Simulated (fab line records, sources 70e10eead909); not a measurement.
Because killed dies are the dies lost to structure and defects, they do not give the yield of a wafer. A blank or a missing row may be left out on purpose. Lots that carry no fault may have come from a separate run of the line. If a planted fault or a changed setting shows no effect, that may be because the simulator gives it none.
fab line records	flow nandHarc
record: lots: 6	wafers: 18	lastDay: 34
route steps=1302 shown A_STAIRCASE@733 END@1302
lots untouched by any fault: they come from a run of this same line in which no faults occurred
startH: hours from the record's opening day to when the first of the lot's shown wafers began	waitH: hours elapsed since this lot's preceding step	" identical to the entry in the row above	L1.1+2: several wafers, shown together as one row	- no value, or no start given	* or withheld: withheld	< > ~ a bound
route shown NAME@n: NAME is a module with steps in the file, n the number in the route of the first one	usual: average and standard deviation across the fault-free wafers	same: alike in all rows	chamber/n: place in a boat	sites: each site's reading	_std_site: standard deviation across them	_edge_site: mean of outer sites minus mean of inner sites	radiusMm: how far each site lies from the wafer's centre	mask NAME#n: copy n	behind: the most recent tool/chamber to have shaped the wafer	hold: what put the lot on hold/how long, in hours/how the hold closed	device: transistor that didn't switch, given as n, p or np	end of line: the same wafers' tests at the end of the route	step lacking rows: just its recipe	killed: the dies lost at the first sort to structure and to defects; this is not the yield of the wafer	map: dies across one wafer; x = killed, . = not, _ = none there
set.NAME: the run value of the setting; set.NAME@STEP: its run value at that earlier step	model.NAME: the simulator's own value behind a step, which no gauge read
lots at some steps of the route; a table a step, a row a wafer
services: from which hour (startH, from the record's first day; less than 0 if before it) a tool's chamber was out of use, for how many hours, and why
== steps ==
step: NHARC_A_STAIRCASE_DESCUM_219
recipe: timeS: 3	o2FlowSccm: 200	arFlowSccm: 0	biasPowerW: 0	chemistry: O2
step: NHARC_A_STAIRCASE_TRIM_220
recipe: timeS: 211.2	o2FlowSccm: 500	arFlowSccm: 0	biasW: 0	chemistry: O2
step: NHARC_A_STAIRCASE_ETCH_221
recipe: targetDepthA: 1000	timeS: 40.5	ionEnergyEv: 400	c4f8FlowSccm: 20	o2FlowSccm: 10	arFlowSccm: withheld	rfW: 600	biasW: 1000	chemistry: C4F8/O2
usual: biasW: 1000/3.2	oesProductAu: 0.941/0.017	rfVppV: 896/5.8
lot.wafer	tool	chamber	startH	waitH	biasW	oesProductAu	rfHoursCounterH	rfVppV
L673.1	rieDiel-09	0	-	-	999	0.915	31	904
L673.3	"	2	"	"	1000	0.929	25	900
L673.5	"	3	"	"	991	0.932	-	894
L675.2	rieDiel-04	2	-	-	1002	0.924	15	887
L675.4	"	3	"	"	997	0.948	14	890
L675.5	"	3	"	"	1000	0.932	-	889
L687.4	rieDiel-09	2	-	-	998	0.928	13	899
L687.2	"	3	"	"	1001	0.978	13	892
L687.1	"	1	"	"	1002	0.923	12	890
L688.4	rieDiel-09	2	-	-	1002	0.914	17	900
L688.2	"	3	"	"	1003	0.945	19	891
L688.5	"	3	"	"	999	0.942	-	892
L691.4	rieDiel-13	2	-	-	996	0.965	21	900
L691.6	"	1	"	"	1000	0.943	-	888
L691.5	"	2	"	"	996	0.961	-	899
L692.1	rieDiel-09	2	-	-	1003	0.928	31	898
L692.3	"	3	"	"	1000	0.956	31	891
L692.5	"	0	"	"	996	0.921	-	902
step: NHARC_A_STAIRCASE_TRIM_222
recipe: timeS: 211.2	o2FlowSccm: 500	arFlowSccm: 0	biasW: 0	chemistry: O2
step: NHARC_A_STAIRCASE_ETCH_223
recipe: targetDepthA: 1000	timeS: 40.5	ionEnergyEv: 400	c4f8FlowSccm: 20	o2FlowSccm: 10	arFlowSccm: withheld	rfW: 600	biasW: 1000	chemistry: C4F8/O2
usual: biasW: 1000/3.1	oesProductAu: 0.944/0.015	rfVppV: 896/5.7
lot.wafer	tool	chamber	startH	waitH	biasW	oesProductAu	rfHoursCounterH	rfVppV
L673.3	rieDiel-09	0	-	-	997	0.941	31	905
L673.1	"	3	"	"	1001	0.946	28	893
L673.5	"	0	"	"	1003	0.946	-	904
L675.2	rieDiel-04	3	-	-	1001	0.954	14	889
L675.4	"	1	"	"	1002	0.929	12	894
L675.5	"	2	"	"	999	0.937	-	888
L687.1	rieDiel-09	0	-	-	1000	0.917	12	904
L687.4	"	1	"	"	1005	0.910	12	891
L687.2	"	2	"	"	1005	0.935	13	899
L688.2	rieDiel-09	3	-	-	1000	0.969	19	891
L688.4	"	0	"	"	1002	0.909	18	903
L688.5	"	2	"	"	1003	0.923	-	900
L691.4	rieDiel-13	1	-	-	1001	0.927	19	888
L691.6	"	1	"	"	1001	0.927	-	888
L691.5	"	2	"	"	999	0.955	-	900
L692.1	rieDiel-09	2	-	-	994	0.928	31	899
L692.3	"	3	"	"	994	0.958	31	892
L692.5	"	1	"	"	999	0.959	-	890
step: NHARC_A_STAIRCASE_TRIM_224
recipe: timeS: 211.2	o2FlowSccm: 500	arFlowSccm: 0	biasW: 0	chemistry: O2
usual: chamberPressureMTorr: 60.00/0.056	drypumpMotorCurrentA: 5.7/0.34	oesProductAu: 1.000/0.014	rfVppV: 57.8/0.94	showerheadPlenumPTorr: 3.52/0.16	throttleValvePct: 17.035/0.0091
same: biasW: 0
lot.wafer	tool	chamber	startH	waitH	chamberPressureMTorr	drypumpMotorCurrentA	oesProductAu	rfHoursCounterH	rfVppV	showerheadPlenumPTorr	throttleValvePct
L673.3	rieDiel-09	3	-	-	59.92	5.4	1.003	28	58.1	3.44	17.024
L673.1	"	0	"	"	60.06	6.1	0.976	31	59.2	3.76	17.028
L673.5	"	2	"	"	59.99	6.3	0.995	-	58.3	3.64	17.043
L675.2	rieDiel-04	1	-	-	60.00	5.4	0.991	12	57.4	3.48	17.034
L675.4	"	3	"	"	59.95	6.2	1.005	14	57.2	3.36	17.045
L675.5	"	1	"	"	60.00	5.4	0.992	-	55.9	3.48	17.050
L687.4	rieDiel-09	0	-	-	60.02	6.1	0.973	12	57.7	3.74	17.030
L687.1	"	1	"	"	60.01	5.9	0.970	12	57.5	3.39	17.041
L687.2	"	2	"	"	59.99	6.2	0.991	13	58.5	3.62	17.034
L688.2	rieDiel-09	2	-	-	60.00	6.2	0.993	17	58.0	3.62	17.032
L688.4	"	1	"	"	60.00	5.9	0.986	16	57.0	3.39	17.035
L688.5	"	3	"	"	60.02	5.4	1.019	-	58.2	3.41	17.031
L691.4	rieDiel-13	3	-	-	60.02	5.2	1.003	23	58.1	3.70	17.035
L691.6	"	3	"	"	59.97	5.2	1.009	-	59.3	3.70	17.023
L691.5	"	0	"	"	60.03	5.6	1.005	-	58.3	3.49	17.046
L692.1	rieDiel-09	1	-	-	60.07	6.0	0.991	27	57.2	3.38	17.033
L692.3	"	2	"	"	60.02	6.2	0.983	31	57.0	3.61	17.028
L692.5	"	1	"	"	59.99	5.9	0.986	-	57.7	3.38	17.042
step: NHARC_A_STAIRCASE_ETCH_225
recipe: targetDepthA: 1000	timeS: 40.5	ionEnergyEv: 400	c4f8FlowSccm: 20	o2FlowSccm: 10	arFlowSccm: withheld	rfW: 600	biasW: 1000	chemistry: C4F8/O2
step: NHARC_A_STAIRCASE_TRIM_226
recipe: timeS: 211.2	o2FlowSccm: 500	arFlowSccm: 0	biasW: 0	chemistry: O2
step: NHARC_A_STAIRCASE_ETCH_227
recipe: targetDepthA: 1000	timeS: 40.5	ionEnergyEv: 400	c4f8FlowSccm: 20	o2FlowSccm: 10	arFlowSccm: withheld	rfW: 600	biasW: 1000	chemistry: C4F8/O2
usual: biasW: 1000.0/2.8	oesProductAu: 0.943/0.014	rfVppV: 896/5.7
lot.wafer	tool	chamber	startH	waitH	biasW	oesProductAu	rfHoursCounterH	rfVppV
L673.1	rieDiel-09	2	-	-	1001.2	0.931	25	900
L673.3	"	3	"	"	999.7	0.946	28	892
L673.5	"	0	"	"	1000.7	0.926	-	903
L675.2	rieDiel-04	3	-	-	1002.9	0.953	14	890
L675.4	"	1	"	"	1003.2	0.926	12	894
L675.5	"	0	"	"	999.7	0.963	-	902
L687.2	rieDiel-09	3	-	-	1000.8	0.963	14	893
L687.4	"	0	"	"	1001.7	0.922	12	902
L687.1	"	1	"	"	997.9	0.912	12	890
L688.2	rieDiel-09	0	-	-	995.6	0.932	18	905
L688.4	"	1	"	"	1001.3	0.942	16	893
L688.5	"	2	"	"	999.7	0.933	-	900
L691.4	rieDiel-13	1	-	-	999.3	0.923	20	888
L691.6	"	2	"	"	998.3	0.970	-	898
L691.5	"	3	"	"	999.1	0.952	-	903
L692.3	rieDiel-09	2	-	-	1003.0	0.927	31	899
L692.1	"	1	"	"	1002.9	0.927	27	890
L692.5	"	2	"	"	998.8	0.925	-	898
step: NHARC_A_STAIRCASE_TRIM_229
recipe: timeS: 211.2	o2FlowSccm: 500	arFlowSccm: 0	biasW: 0	chemistry: O2
step: NHARC_A_STAIRCASE_ETCH_230
recipe: targetDepthA: 1000	timeS: 40.5	ionEnergyEv: 400	c4f8FlowSccm: 20	o2FlowSccm: 10	arFlowSccm: withheld	rfW: 600	biasW: 1000	chemistry: C4F8/O2
usual: biasW: 1000.2/2.8	oesProductAu: 0.942/0.02	rfVppV: 896/5.9
lot.wafer	tool	chamber	startH	waitH	biasW	oesProductAu	rfHoursCounterH	rfVppV
L673.1	rieDiel-09	0	-	-	997.2	0.924	31	905
L673.3	"	3	"	"	996.9	0.936	28	893
L673.5	"	1	"	"	997.4	0.958	-	891
L675.4	rieDiel-04	1	-	-	995.6	0.930	12	896
L675.2	"	3	"	"	998.7	0.962	14	890
L675.5	"	1	"	"	1003.4	0.935	-	893
L687.2	rieDiel-09	3	-	-	1001.4	0.968	14	891
L687.4	"	1	"	"	998.7	0.919	12	892
L687.1	"	2	"	"	997.0	0.929	13	899
L688.2	rieDiel-09	2	-	-	1001.3	0.944	18	899
L688.4	"	0	"	"	1001.7	0.920	18	904
L688.5	"	2	"	"	1002.0	0.933	-	898
L691.4	rieDiel-13	0	-	-	998.1	0.948	19	895
L691.6	"	3	"	"	999.0	0.960	-	902
L691.5	"	0	"	"	997.5	0.959	-	895
L692.1	rieDiel-09	2	-	-	1003.2	0.926	31	900
L692.3	"	0	"	"	1002.7	0.923	29	904
L692.5	"	3	"	"	1002.0	0.953	-	891
step: NHARC_A_STAIRCASE_TRIM_231
recipe: timeS: 211.2	o2FlowSccm: 500	arFlowSccm: 0	biasW: 0	chemistry: O2
usual: biasW: 0/0	chamberPressureMTorr: 59.99/0.053	drypumpMotorCurrentA: 5.7/0.34	oesProductAu: 1.000/0.016	rfVppV: 57.8/0.99	showerheadPlenumPTorr: 3.52/0.16	throttleValvePct: 17.037/0.0096
lot.wafer	tool	chamber	startH	waitH	biasW	chamberPressureMTorr	drypumpMotorCurrentA	oesProductAu	rfHoursCounterH	rfVppV	showerheadPlenumPTorr	throttleValvePct
L673.3	rieDiel-09	0	412.64	-	0	60.09	6.0	0.993	31	57.6	3.76	17.036
L673.1	"	2	"	"	0	59.99	6.2	0.999	25	57.1	3.65	17.058
L673.5	"	1	"	"	0	60.04	5.9	1.002	-	56.0	3.41	17.051
L675.4	rieDiel-04	3	425.84	-	0	60.00	6.2	1.006	14	57.3	3.36	17.026
L675.2	"	1	"	"	0	60.00	5.4	0.998	12	57.4	3.48	17.036
L675.5	"	0	"	"	0	59.97	5.7	1.033	-	59.4	3.73	17.031
L687.2	rieDiel-09	3	542.89	-	-	-	-	-	-	-	-	-
L687.1	"	0	"	"	-	-	-	-	-	-	-	-
L687.4	"	1	"	"	-	-	-	-	-	-	-	-
L688.4	rieDiel-09	2	556.44	-	-	-	-	-	-	-	-	-
L688.2	"	3	"	"	-	-	-	-	-	-	-	-
L688.5	"	1	"	"	-	-	-	-	-	-	-	-
L691.4	rieDiel-13	2	586.89	-	0	60.03	5.2	1.016	22	59.3	3.62	17.050
L691.5	"	0	"	"	0	59.92	5.6	1.011	-	57.6	3.49	17.030
L691.6	"	1	"	"	0	60.01	5.9	0.977	-	56.6	3.30	17.044
L692.3	rieDiel-09	2	598.41	-	0	60.01	6.2	0.970	31	57.3	3.61	17.040
L692.1	"	1	"	"	0	59.96	5.9	0.982	28	58.1	3.38	17.048
L692.5	"	3	"	"	0	59.92	5.3	1.024	-	57.6	3.41	17.041
step: NHARC_A_STAIRCASE_ETCH_232
recipe: targetDepthA: 1000	timeS: 40.5	ionEnergyEv: 400	c4f8FlowSccm: 20	o2FlowSccm: 10	arFlowSccm: withheld	rfW: 600	biasW: 1000	chemistry: C4F8/O2
step: NHARC_END_SORT_01
recipe: tempC: 25
usual: killedAtArray: 54/17	killedAtOther: 0.7/1	killedAtPeriphery: 3.7/2.9	killedDies: 58/16	killedOpen: 3.2/1.9	killedShort: 2.2/1.5
same: grossDies: 677
lot.wafer	tool	chamber	startH	waitH	killedAtArray	killedAtOther	killedAtPeriphery	killedDies	killedOpen	killedShort
L673.1	prober-01	0	597.40	2.5	62	2	2	66	5	4
L673.3	prober-01	0	599.01	3.1	60	1	3	64	4	0
L673.5	prober-01	0	600.62	3.7	64	1	1	66	1	1
L687.1	prober-01	0	736.09	2.5	676	0	1	677	2	2
L687.2	prober-01	0	736.88	2.8	676	0	1	677	4	0
L687.4	prober-01	0	738.46	3.4	672	1	4	677	3	3
L688.2	prober-02	0	751.33	2.8	670	0	7	677	5	1
L688.4	prober-02	0	752.94	3.4	670	1	6	677	2	1
L688.5	prober-02	0	753.75	3.7	669	0	8	677	3	1
killed by level:class
L673.1 A_CHANNEL_HOLE_D1:chamberFilmFlake=32 A_SLIT:chamberFilmFlake=16 A_CHANNEL_HOLE_D2:chamberFilmFlake=6 P_CONTACT:geometricParticle:open=1 A_SOURCE_PLATE:geometricParticle:open=1 A_ONON_D1:geometricParticle:short=1 A_CHANNEL_FILL_D1:geometricParticle:open=1 A_ONON_D2:geometricParticle:open=1
L673.3 A_CHANNEL_HOLE_D1:chamberFilmFlake=35 A_SLIT:chamberFilmFlake=11 A_CHANNEL_HOLE_D2:chamberFilmFlake=6 P_STI:chamberFilmFlake=3 A_ZERO_WELL:chamberFilmFlake=2 A_ONON_D1:geometricParticle:open=1 A_ONON_D2:geometricParticle:open=1 A_CHANNEL_FILL_D2:geometricParticle:open=1
L673.5 A_CHANNEL_HOLE_D1:chamberFilmFlake=43 A_SLIT:chamberFilmFlake=10 A_CHANNEL_HOLE_D2:chamberFilmFlake=3 A_WL_FILL:chamberFilmFlake=2 A_ONON_D2:geometricParticle:short=1 A_M1:geometricParticle:open=1 P_STI:chamberFilmFlake=1 A_DECK1_JOINT:chamberFilmFlake=1
L687.1 A_STAIRCASE:areaTrim=595 A_CHANNEL_HOLE_D1:chamberFilmFlake=29 A_CHANNEL_HOLE_D2:chamberFilmFlake=24 A_SLIT:chamberFilmFlake=12 A_CONTACT:chamberFilmFlake=5 A_SGD_CUT:chamberFilmFlake=3 A_WL_FILL:chamberFilmFlake=2 P_M1:geometricParticle:open=1
L687.2 A_STAIRCASE:areaTrim=583 A_SLIT:chamberFilmFlake=34 A_CHANNEL_HOLE_D1:chamberFilmFlake=33 A_CHANNEL_HOLE_D2:chamberFilmFlake=13 A_CONTACT:chamberFilmFlake=6 A_CHANNEL_FILL_D1:geometricParticle:open=1 A_ONON_D2:geometricParticle:open=1 A_WL_FILL:geometricParticle:open=1
L687.4 A_STAIRCASE:areaTrim=584 A_CHANNEL_HOLE_D1:chamberFilmFlake=30 A_SLIT:chamberFilmFlake=30 A_CHANNEL_HOLE_D2:chamberFilmFlake=15 A_SGD_CUT:chamberFilmFlake=7 A_CONTACT:chamberFilmFlake=2 P_CONTACT:geometricParticle:short=1 P_M0:geometricParticle:open=1
L688.2 A_STAIRCASE:areaTrim=622 A_SLIT:chamberFilmFlake=26 A_CHANNEL_HOLE_D1:chamberFilmFlake=12 A_STAIRCASE:chamberFilmFlake=3 A_CONTACT:chamberFilmFlake=3 P_GATE:geometricParticle:open=2 P_CONTACT:chamberFilmFlake=2 A_WL_FILL:geometricParticle:short=1
L688.4 A_STAIRCASE:areaTrim=621 A_SLIT:chamberFilmFlake=37 A_CHANNEL_HOLE_D1:chamberFilmFlake=4 A_STAIRCASE:chamberFilmFlake=4 P_CONTACT:chamberFilmFlake=2 A_CONTACT:chamberFilmFlake=2 P_STI:geometricParticle:open=1 A_CHANNEL_FILL_D1:geometricParticle:short=1
L688.5 A_STAIRCASE:areaTrim=618 A_SLIT:chamberFilmFlake=30 A_CONTACT:chamberFilmFlake=9 A_CHANNEL_HOLE_D1:chamberFilmFlake=6 P_CONTACT:chamberFilmFlake=4 P_M1:chamberFilmFlake=2 A_STAIRCASE:chamberFilmFlake=2 A_ONON_D1:geometricParticle:open=1
map L687.1 (x killed, . not)
____________x____________
_________xxxxxxx_________
_______xxxxxxxxxxx_______
______xxxxxxxxxxxxx______
_____xxxxxxxxxxxxxxx_____
____xxxxxxxxxxxxxxxxx____
____xxxxxxxxxxxxxxxxx____
___xxxxxxxxxxxxxxxxxxx___
___xxxxxxxxxxxxxxxxxxx___
__xxxxxxxxxxxxxxxxxxxxx__
__xxxxxxxxxxxxxxxxxxxxx__
_xxxxxxxxxxxxxxxxxxxxxxx_
_xxxxxxxxxxxxxxxxxxxxxxx_
_xxxxxxxxxxxxxxxxxxxxxxx_
_xxxxxxxxxxxxxxxxxxxxxxx_
_xxxxxxxxxxxxxxxxxxxxxxx_
xxxxxxxxxxxxxxxxxxxxxxxxx
xxxxxxxxxxxxxxxxxxxxxxxxx
xxxxxxxxxxxxxxxxxxxxxxxxx
xxxxxxxxxxxxxxxxxxxxxxxxx
xxxxxxxxxxxxxxxxxxxxxxxxx
_xxxxxxxxxxxxxxxxxxxxxxx_
_xxxxxxxxxxxxxxxxxxxxxxx_
_xxxxxxxxxxxxxxxxxxxxxxx_
_xxxxxxxxxxxxxxxxxxxxxxx_
_xxxxxxxxxxxxxxxxxxxxxxx_
__xxxxxxxxxxxxxxxxxxxxx__
__xxxxxxxxxxxxxxxxxxxxx__
___xxxxxxxxxxxxxxxxxxx___
___xxxxxxxxxxxxxxxxxxx___
____xxxxxxxxxxxxxxxxx____
____xxxxxxxxxxxxxxxxx____
_____xxxxxxxxxxxxxxx_____
______xxxxxxxxxxxxx______
_______xxxxxxxxxxx_______
_________xxxxxxx_________
____________x____________
map L688.2 (x killed, . not)
____________x____________
_________xxxxxxx_________
_______xxxxxxxxxxx_______
______xxxxxxxxxxxxx______
_____xxxxxxxxxxxxxxx_____
____xxxxxxxxxxxxxxxxx____
____xxxxxxxxxxxxxxxxx____
___xxxxxxxxxxxxxxxxxxx___
___xxxxxxxxxxxxxxxxxxx___
__xxxxxxxxxxxxxxxxxxxxx__
__xxxxxxxxxxxxxxxxxxxxx__
_xxxxxxxxxxxxxxxxxxxxxxx_
_xxxxxxxxxxxxxxxxxxxxxxx_
_xxxxxxxxxxxxxxxxxxxxxxx_
_xxxxxxxxxxxxxxxxxxxxxxx_
_xxxxxxxxxxxxxxxxxxxxxxx_
xxxxxxxxxxxxxxxxxxxxxxxxx
xxxxxxxxxxxxxxxxxxxxxxxxx
xxxxxxxxxxxxxxxxxxxxxxxxx
xxxxxxxxxxxxxxxxxxxxxxxxx
xxxxxxxxxxxxxxxxxxxxxxxxx
_xxxxxxxxxxxxxxxxxxxxxxx_
_xxxxxxxxxxxxxxxxxxxxxxx_
_xxxxxxxxxxxxxxxxxxxxxxx_
_xxxxxxxxxxxxxxxxxxxxxxx_
_xxxxxxxxxxxxxxxxxxxxxxx_
__xxxxxxxxxxxxxxxxxxxxx__
__xxxxxxxxxxxxxxxxxxxxx__
___xxxxxxxxxxxxxxxxxxx___
___xxxxxxxxxxxxxxxxxxx___
____xxxxxxxxxxxxxxxxx____
____xxxxxxxxxxxxxxxxx____
_____xxxxxxxxxxxxxxx_____
______xxxxxxxxxxxxx______
_______xxxxxxxxxxx_______
_________xxxxxxx_________
____________x____________
== services ==
tool	chamber	startH	hours	kind
rieDiel-09	1	399.58	2.5	repair
rieDiel-09	0	405.58	-	clean
rieDiel-09	1	405.58	-	clean
rieDiel-09	2	405.58	-	clean
rieDiel-09	3	405.58	-	clean
rieDiel-09	0	430.12	-	clean
rieDiel-09	1	430.12	-	clean
rieDiel-09	2	430.12	-	clean
rieDiel-09	3	430.12	-	clean
rieDiel-09	1	443.80	8.7	repair
rieDiel-09	0	454.65	-	clean
rieDiel-09	1	454.65	-	clean
rieDiel-09	2	454.65	-	clean
rieDiel-09	3	454.65	-	clean
rieDiel-09	0	479.15	-	clean
rieDiel-09	1	479.15	-	clean
rieDiel-09	2	479.15	-	clean
rieDiel-09	3	479.15	-	clean
rieDiel-09	-	497.14	9.0	pm
rieDiel-09	0	497.14	9.0	ventCycle
rieDiel-09	1	497.14	9.0	ventCycle
rieDiel-13	-	519.23	9.0	pm
rieDiel-04	-	534.14	9.0	pm
rieDiel-13	0	543.73	4.0	repair
== key ==
firstSign: step: NHARC_A_STAIRCASE_TRIM_231	reading: toolRecord	direction: missing
effect: step: NHARC_END_SORT_01	reading: killedDies	direction: up	sigmas: 38	usual: 58	struck: 677
moreKillsBornAt: NHARC_A_STAIRCASE_TRIM_231@rieDiel-09: 3623
metAt NHARC_A_STAIRCASE_TRIM_231
struckWafers L687.1,L687.2,L687.4,L688.2,L688.4,L688.5
laterRowsLeftOut L687.1,L687.2,L687.4,L688.2,L688.4,L688.5
testerLeftOut L687,L688
onsetBetween 412.64 542.89
fault: kind: skippedStepWhole	tool: rieDiel-09	chamber: -	onsetH: 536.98	steps: NHARC_A_STAIRCASE_TRIM_231	scope: struckLotsOnly
testerLeftOut: of these lots the tester's yield and bins aren't shown, on N5 and GAA mostly nor the transistor test; their killed dies are dies lost to structure and defects alone, not to doping, threshold or leakage, so they don't give the yield
laterRowsLeftOut: the simulator's readings of these wafers behind a module that went badly wrong aren't trusted and aren't shown, but for the sort
